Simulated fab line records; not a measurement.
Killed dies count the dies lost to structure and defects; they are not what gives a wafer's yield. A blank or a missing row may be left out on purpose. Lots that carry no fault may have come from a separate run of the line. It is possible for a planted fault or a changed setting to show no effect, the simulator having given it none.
Matching of chambers / flow n5Finfet / N5_BEOL_M15_ETCH_59 on rieDiel-03 has 4 sister chambers
The step etches BARC in N2/H2, target depth 89 nm, overetch 26.7 nm, time 67.9 s. 18 wafers are shown with their chamber, then 9 later ones without.

WAFERS WITH THEIR CHAMBER
wafer=L075.2; chamber=0; showerheadPlenumPTorr (Torr)=2.53; drypumpMotorCurrentA (A)=5.4; oesProductAu (a.u.)=0.62
wafer=L075.3; chamber=1; showerheadPlenumPTorr (Torr)=2.70; drypumpMotorCurrentA (A)=6.0; oesProductAu (a.u.)=0.75
wafer=L075.5; chamber=2; showerheadPlenumPTorr (Torr)=2.52; drypumpMotorCurrentA (A)=5.3; oesProductAu (a.u.)=0.62
wafer=L076.1; chamber=1; showerheadPlenumPTorr (Torr)=2.70; drypumpMotorCurrentA (A)=5.9; oesProductAu (a.u.)=0.75
wafer=L076.4; chamber=0; showerheadPlenumPTorr (Torr)=2.53; drypumpMotorCurrentA (A)=5.4; oesProductAu (a.u.)=0.61
wafer=L076.5; chamber=0; showerheadPlenumPTorr (Torr)=2.53; drypumpMotorCurrentA (A)=5.4; oesProductAu (a.u.)=0.61
wafer=L079.2; chamber=3; showerheadPlenumPTorr (Torr)=2.50; drypumpMotorCurrentA (A)=5.5; oesProductAu (a.u.)=0.61
wafer=L079.4; chamber=1; showerheadPlenumPTorr (Torr)=2.70; drypumpMotorCurrentA (A)=5.9; oesProductAu (a.u.)=0.74
wafer=L079.6; chamber=2; showerheadPlenumPTorr (Torr)=2.51; drypumpMotorCurrentA (A)=5.3; oesProductAu (a.u.)=0.62
wafer=L082.4; chamber=1; showerheadPlenumPTorr (Torr)=2.70; drypumpMotorCurrentA (A)=5.9; oesProductAu (a.u.)=0.73
wafer=L082.5; chamber=2; showerheadPlenumPTorr (Torr)=2.51; drypumpMotorCurrentA (A)=5.3; oesProductAu (a.u.)=0.62
wafer=L082.6; chamber=3; showerheadPlenumPTorr (Torr)=2.50; drypumpMotorCurrentA (A)=5.5; oesProductAu (a.u.)=0.61
wafer=L087.1; chamber=1; showerheadPlenumPTorr (Torr)=2.69; drypumpMotorCurrentA (A)=6.0; oesProductAu (a.u.)=0.72
wafer=L087.2; chamber=0; showerheadPlenumPTorr (Torr)=2.52; drypumpMotorCurrentA (A)=5.4; oesProductAu (a.u.)=0.61
wafer=L087.6; chamber=1; showerheadPlenumPTorr (Torr)=2.69; drypumpMotorCurrentA (A)=5.9; oesProductAu (a.u.)=0.72
wafer=L089.2; chamber=2; showerheadPlenumPTorr (Torr)=2.51; drypumpMotorCurrentA (A)=5.4; oesProductAu (a.u.)=0.61
wafer=L089.4; chamber=3; showerheadPlenumPTorr (Torr)=2.49; drypumpMotorCurrentA (A)=5.5; oesProductAu (a.u.)=0.60
wafer=L089.5; chamber=3; showerheadPlenumPTorr (Torr)=2.49; drypumpMotorCurrentA (A)=5.5; oesProductAu (a.u.)=0.60

SIGNATURES (averages over the wafers above)
reading=showerheadPlenumPTorr; chamber 0=2.5275; chamber 1=2.6967; chamber 2=2.5125; chamber 3=2.4950; scatter within a chamber=0.00523
reading=drypumpMotorCurrentA; chamber 0=5.400; chamber 1=5.933; chamber 2=5.325; chamber 3=5.500; scatter within a chamber=0.0386
reading=oesProductAu; chamber 0=0.6125; chamber 1=0.7350; chamber 2=0.6175; chamber 3=0.6050; scatter within a chamber=0.00926
Rule: distance of a wafer from a chamber = root of the sum over the readings of ((wafer's reading minus chamber's mean) / reading's scatter) squared. The wafer belongs to the nearest chamber; if the next one is less than 2 further off, it can't be placed. The scatter: take each reading less its chamber's mean, square it, sum over the shown wafers, divide by the number of wafers less the number of chambers, and take the root.

WAFERS MISSING THEIR CHAMBER
wafer=L090.2; showerheadPlenumPTorr (Torr)=2.52; drypumpMotorCurrentA (A)=5.4; oesProductAu (a.u.)=0.60
wafer=L090.3; showerheadPlenumPTorr (Torr)=2.69; drypumpMotorCurrentA (A)=6.0; oesProductAu (a.u.)=0.71
wafer=L090.4; showerheadPlenumPTorr (Torr)=2.52; drypumpMotorCurrentA (A)=5.4; oesProductAu (a.u.)=0.60
wafer=L095.1; showerheadPlenumPTorr (Torr)=2.52; drypumpMotorCurrentA (A)=5.4; oesProductAu (a.u.)=0.60
wafer=L095.4; showerheadPlenumPTorr (Torr)=2.49; drypumpMotorCurrentA (A)=5.5; oesProductAu (a.u.)=0.82
wafer=L095.5; showerheadPlenumPTorr (Torr)=2.49; drypumpMotorCurrentA (A)=5.5; oesProductAu (a.u.)=0.82
wafer=L096.3; showerheadPlenumPTorr (Torr)=2.52; drypumpMotorCurrentA (A)=5.4; oesProductAu (a.u.)=0.59
wafer=L096.5; showerheadPlenumPTorr (Torr)=2.49; drypumpMotorCurrentA (A)=5.5; oesProductAu (a.u.)=0.82
wafer=L096.6; showerheadPlenumPTorr (Torr)=2.50; drypumpMotorCurrentA (A)=5.3; oesProductAu (a.u.)=0.60

WHICH CHAMBER EACH WENT THROUGH
wafer=L090.2; from the rows above=can't be placed: 0 or 2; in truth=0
wafer=L090.3; from the rows above=1; in truth=1
wafer=L090.4; from the rows above=can't be placed: 0 or 2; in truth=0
wafer=L095.1; from the rows above=can't be placed: 0 or 2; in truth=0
wafer=L095.4; from the rows above=can't be placed: 2 or 3 or 0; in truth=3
wafer=L095.5; from the rows above=can't be placed: 2 or 3 or 0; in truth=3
wafer=L096.3; from the rows above=can't be placed: 0 or 2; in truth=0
wafer=L096.5; from the rows above=can't be placed: 2 or 3 or 0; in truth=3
wafer=L096.6; from the rows above=2; in truth=2
Correct placement for 2 of the 9. These rows do not allow placing 7 (true chamber among the candidates in 7). Wrongly placed: 0.
